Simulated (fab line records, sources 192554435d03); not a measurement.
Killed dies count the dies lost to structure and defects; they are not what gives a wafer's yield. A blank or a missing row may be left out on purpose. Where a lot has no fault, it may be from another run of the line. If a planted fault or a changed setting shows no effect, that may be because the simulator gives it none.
Problem report, 8D (eight disciplines) form, completed by code + flow n5-finfet + the parts of the form that need people (team, actions taken, sign-off) are left out

1. WHAT IS WRONG
killed-at-contacts at N5_PASSIVATION_PROBE_49 reads a mean of 847 on 1 wafer of 1 lot; wafers without a fault read 12 with a standard deviation of 6.5. That is +99 or more standard deviations from the usual mean.
First seen on wafer L958.4, day 15 22:07, on prober-01. The record holds 3 wafers of 1 lot with a number at this step. The rule behind "out" and "out of limits": a value lying over 4 standard deviations away from the usual mean. The rest of the wafers with a number are treated as sound.

2. WHAT THIS IS AND IS NOT
| question                    | is                                                                                                                     | is not                                                                                                                  |
|-----------------------------|------------------------------------------------------------------------------------------------------------------------|-------------------------------------------------------------------------------------------------------------------------|
| which readings at this step | killed-at-contacts, defect-limited-yield, killed-dies, killed-on-rim, sort_bin_5_function, sort-n-pass, sort-yield-pct | killed_at_M0_to_M3, killed_at_M4_up, killed-at-front-end, killed-at-other, killed-open, killed-short, sort_bin_6_memory |
| which lots                  | L958                                                                                                                   | -                                                                                                                       |
| which wafers of those lots  | L958.4                                                                                                                 | L958.5, L958.6                                                                                                          |
| read on which tools         | prober-01                                                                                                              | -                                                                                                                       |
| when                        | from day 15 22:07                                                                                                      | up to then (0 sound wafers); but 2 sound wafers of L958 came after                                                      |

3. SUSPECTS, AND WHAT RULES EACH OUT
Counting: any tool at a process step up to the reading remains a suspect provided it ran every lot that is out. Sound lots after the first of them don't rule it out here, since some wafers of a struck lot are sound.
- cvd-co-01 at N5_MOL_CONTACT_COAG_CO_FILL_22 (material Co, precursor CCTBA/H2, target thk 20 nm): kept. It ran the lot that is out, L958 (day 8 04:32).
- pvd-sputter-02 at N5_MOL_CONTACT_COAG_SPUTTER_130 (material Co, target thk 47.5 nm): kept. It ran the lot that is out, L958 (day 8 08:00).
- cmp-03 at N5_MOL_CONTACT_COAG_CMP_23 (polishes, stops on SiO2, t overpolish 1.5 s, target thk 0 nm): kept. It ran the lot that is out, L958 (day 8 08:11).
- rie-diel-04 at N5_MOL_CONTACT_COAG_ETCH_91 (etches SOC in N2/H2, target depth 60 nm, overetch 21 nm, time 101.2 s): kept. It ran the lot that is out, L958 (day 8 12:49).
- rie-diel-04 at N5_MOL_CONTACT_COAG_ETCH_47 (etches SiNx in CH3F/O2, stops on W, target depth 27 nm): kept. It ran the lot that is out, L958 (day 8 13:02).
- prober-01 at N5_PASSIVATION_PROBE_49: kept. It ran the lot that is out, L958 (day 15 22:07). On those wafers its own readings are out: defect-limited-yield, killed-at-contacts, killed-dies, killed-on-rim, sort_bin_5_function, sort-n-pass, sort-yield-pct.
- In cvd-co-01 at N5_MOL_CONTACT_COAG_CO_FILL_22, the wafers that are out were processed in chamber 1 and their sound lot-mates in chambers 0, 2.
- In rie-diel-04 at N5_MOL_CONTACT_COAG_ETCH_91, the wafers that are out were processed in chamber 1 and their sound lot-mates in chambers 0, 3.
- In rie-diel-04 at N5_MOL_CONTACT_COAG_ETCH_47, the wafers that are out were processed in chamber 1 and their sound lot-mates in chambers 0, 3.
Left after counting: cvd-co-01 at N5_MOL_CONTACT_COAG_CO_FILL_22, pvd-sputter-02 at N5_MOL_CONTACT_COAG_SPUTTER_130, cmp-03 at N5_MOL_CONTACT_COAG_CMP_23, rie-diel-04 at N5_MOL_CONTACT_COAG_ETCH_91, rie-diel-04 at N5_MOL_CONTACT_COAG_ETCH_47, prober-01 at N5_PASSIVATION_PROBE_49.

4. THE CAUSE (what the simulator had put in)
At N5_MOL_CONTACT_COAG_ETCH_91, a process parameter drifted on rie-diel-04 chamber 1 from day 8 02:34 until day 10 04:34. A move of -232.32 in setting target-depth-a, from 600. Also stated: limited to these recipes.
Of the 6 suspects that counting leaves, this tool is one.

5. THE CHAIN OF EFFECTS, in route order
Rows list readings where the struck wafers' mean (over those with a number) sits beyond 3 standard deviations from the usual. Only readings for which the record gives a usual standard deviation are gone through. hours: the time from each lot's start at the first step in this table that gives one to its start at this step, as a median over the lots. sigmas: the change in usual standard deviations.
| hours | step                            | reading              | usual     | on struck wafers | change | sigmas      |
|-------|---------------------------------|----------------------|-----------|------------------|--------|-------------|
| 0     | N5_MOL_CONTACT_COAG_ETCH_91     | oes-product-au       | 0.68 a.u. | 0.88             | +0.20  | +3.1        |
| 0     | N5_MOL_CONTACT_COAG_ETCH_47     | oes-product-au       | 0.72 a.u. | 0.47             | -0.25  | -3.5        |
| 0     | N5_MOL_CONTACT_COAG_CD_MEAS_137 | cd-nm                | 15.99 nm  | 14.97            | -1.02  | -3.6        |
| 177   | N5_PASSIVATION_PROBE_49         | defect-limited-yield | 91.2 %    | 19.8             | -71.4  | -51         |
| 177   | N5_PASSIVATION_PROBE_49         | killed-at-contacts   | 12        | 847              | +835   | +99 or more |
| 177   | N5_PASSIVATION_PROBE_49         | killed-dies          | 104       | 946              | +842   | +53         |
| 177   | N5_PASSIVATION_PROBE_49         | killed-on-rim        | 14        | 108              | +94    | +24         |
| 177   | N5_PASSIVATION_PROBE_49         | sort_bin_5_function  | 5.1 %     | 76.3             | +71.2  | +78         |
| 177   | N5_PASSIVATION_PROBE_49         | sort-n-pass          | 1076      | 234              | -842   | -53         |
| 177   | N5_PASSIVATION_PROBE_49         | sort-yield-pct       | 91.2 %    | 19.8             | -71.4  | -51         |
Process steps it contains:
- N5_MOL_CONTACT_COAG_ETCH_91: etches SOC in N2/H2, target depth 60 nm, overetch 21 nm, time 101.2 s.
- N5_MOL_CONTACT_COAG_ETCH_47: etches SiNx in CH3F/O2, stops on W, target depth 27 nm.
- N5_PASSIVATION_PROBE_49

6. HOW IT WOULD HAVE BEEN CAUGHT EARLIER
In this record the first reading out of limits was taken at day 15 22:07, 188 hours after the fault began at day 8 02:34.
Tool readings at N5_MOL_CONTACT_COAG_ETCH_91 with a usual standard deviation given in the record: none out on any struck wafer, hence no alarm at a limit of 4 standard deviations on them.
By day 15 22:07, every lot that is out (1) had started N5_MOL_CONTACT_COAG_ETCH_91 on rie-diel-04. A hold on the tool at that time would have spared none of them.
